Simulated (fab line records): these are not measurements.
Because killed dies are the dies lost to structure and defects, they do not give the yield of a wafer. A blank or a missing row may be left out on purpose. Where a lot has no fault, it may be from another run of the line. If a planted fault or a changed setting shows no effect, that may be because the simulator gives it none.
A struck lot beside a sound one :: flow nand_harc :: 40 out of 1302 route steps
Sound: the wafers L619.2, L619.5, L619.6. Wafers struck: L628.1, L628.2, L628.4. The cause is given at the end.
Order at every step that has rows: each side's tool, ch and its chambers, its first start. Under that, the readings that differ: sound wafers :: struck wafers :: difference of the means :: sigmas: that difference in standard deviations of wafers without a fault.
alike: words and numbers the same on both sides, and readings whose means are apart by under 2 such deviations; not compared: readings that were withheld, readings missing a value for some wafer, numbers with overlapping values and no deviation given by the record, and bounds like >300 which may hide the same value.
A row with sigmas, a row that says differs or no value, or rows on one side alone: a step with any of these is where the two part. When numbers do not overlap yet have no deviation, they are printed without sigmas and do not part them. Lack of a reading on every wafer of one side parts them only where that side has two or more wafers.

first, 11 steps without rows for these wafers: NHARC_A_STAIRCASE_DEP_259 (deposits SiON, target thk 30 nm); NHARC_A_STAIRCASE_DEHYDRATE_260 (time 120 s); NHARC_A_STAIRCASE_HMDS_261 (time 30 s); NHARC_A_STAIRCASE_COAT_262; NHARC_A_STAIRCASE_SOFTBAKE_263 (time 170 s); NHARC_A_STAIRCASE_EBR_264; NHARC_A_STAIRCASE_EXPOSE_265 (exposes mask CHOP 200); NHARC_A_STAIRCASE_PEB_266 (peb time 130 s); NHARC_A_STAIRCASE_DEVELOP_267 (time 140 s); NHARC_A_STAIRCASE_HARDBAKE_269 (time 140 s); NHARC_A_STAIRCASE_DESCUM_270 (chemistry O2, time 3 s).
NHARC_A_STAIRCASE_ETCH_271: etches the open film in CF4/CHF3.
  sound on rie_diel-13 ch 0,3, day 17 23:46; struck on rie_diel-13 ch 0,1,2, day 21 12:19
  alike: drypump_motor_current_A, oes_product_au, rf_vpp_V, showerhead_plenum_p_Torr, throttle_valve_pct
  not compared: rf_hours_counter_h
then, 2 steps without rows for these wafers: NHARC_A_STAIRCASE_HM_OPEN_457 (chemistry O2/COS); NHARC_A_STAIRCASE_STRIP_458 (strips in O2/COS).
NHARC_A_STAIRCASE_ETCH_451: etches the open film in CF4/O2, target depth 30 nm, overetch 3 nm, time 16.5 s.
  sound: rie_diel-13 ch 1,2,3; struck: rie_diel-13 ch 1,2,3
  alike: drypump_motor_current_A, oes_product_au, rf_vpp_V, showerhead_plenum_p_Torr, throttle_valve_pct
  not compared: rf_hours_counter_h
NHARC_A_STAIRCASE_ETCH_273: etches the open film in C4F8/O2/Ar, target depth 10200 nm, time 2468.6 s.
  sound: rie_diel-13 ch 0,2,3; struck: rie_diel-13 ch 1,2,3
  alike: oes_product_au, rf_vpp_V
  not compared: rf_hours_counter_h
then, 15 steps without rows for these wafers: NHARC_A_STAIRCASE_STRIP_274 (strips in O2); NHARC_A_STAIRCASE_STRIP_275 (strips in SPM, time 900 s); NHARC_A_STAIRCASE_PRECLEAN_276 (cleans in SC1); NHARC_A_STAIRCASE_SRD_277; NHARC_A_STAIRCASE_HM_DEP_459 (deposits aC, target thk 1500 nm); NHARC_A_STAIRCASE_DEP_280 (deposits SiON, target thk 30 nm); NHARC_A_STAIRCASE_DEHYDRATE_281 (time 120 s); NHARC_A_STAIRCASE_HMDS_282 (time 30 s); NHARC_A_STAIRCASE_COAT_283; NHARC_A_STAIRCASE_SOFTBAKE_284 (time 170 s); NHARC_A_STAIRCASE_EBR_285; NHARC_A_STAIRCASE_EXPOSE_286 (exposes mask CHOP 100); NHARC_A_STAIRCASE_PEB_287 (peb time 130 s); NHARC_A_STAIRCASE_DEVELOP_288 (time 140 s); NHARC_A_STAIRCASE_HARDBAKE_290 (time 140 s).
NHARC_A_STAIRCASE_DESCUM_291: chemistry O2, time 3 s.
  sound on rie_diel-01 ch 2,3, day 18 05:37; struck on rie_diel-06 ch 0,1,2, day 21 19:07
  alike: drypump_motor_current_A, oes_product_au, rf_vpp_V, showerhead_plenum_p_Torr, throttle_valve_pct
  not compared: rf_hours_counter_h
NHARC_A_STAIRCASE_ETCH_292: etches the open film in CF4/CHF3.
  sound on rie_diel-01 ch 0,2,3, day 18 05:43; struck on rie_diel-06 ch 1,2,3, day 21 19:13
  alike: drypump_motor_current_A, oes_product_au, rf_vpp_V, showerhead_plenum_p_Torr, throttle_valve_pct
  not compared: rf_hours_counter_h
then, 2 steps without rows for these wafers: NHARC_A_STAIRCASE_HM_OPEN_460 (chemistry O2/COS); NHARC_A_STAIRCASE_STRIP_461 (strips in O2/COS).
NHARC_A_STAIRCASE_ETCH_452: etches the open film in CF4/O2, target depth 30 nm, overetch 3 nm, time 16.5 s.
  sound: rie_diel-01 ch 0,1,2; struck: rie_diel-06 ch 0,1,3
  alike: drypump_motor_current_A, oes_product_au, rf_vpp_V, showerhead_plenum_p_Torr, throttle_valve_pct
  not compared: rf_hours_counter_h
then, 3 steps without rows for these wafers: NHARC_A_STAIRCASE_ETCH_294 (etches the open film in C4F8/O2/Ar, target depth 4989 nm, time 1211.6 s); NHARC_A_STAIRCASE_STRIP_295 (strips in O2); NHARC_A_STAIRCASE_STRIP_296 (strips in SPM, time 900 s).
-- break in the record here, with 8 days between the starts of the struck wafers on either side (left off in module A_STAIRCASE, picked up again in module END, where the first step shown is number 1302 on the route) --
NHARC_END_SORT_01:
  at this point the record logs the struck wafers (prober-01 ch 0, day 29 10:26) and has no rows for the sound ones

## WHERE THEY PART
NHARC_END_SORT_01 only, going by this record.

WHY: what the simulator had put in
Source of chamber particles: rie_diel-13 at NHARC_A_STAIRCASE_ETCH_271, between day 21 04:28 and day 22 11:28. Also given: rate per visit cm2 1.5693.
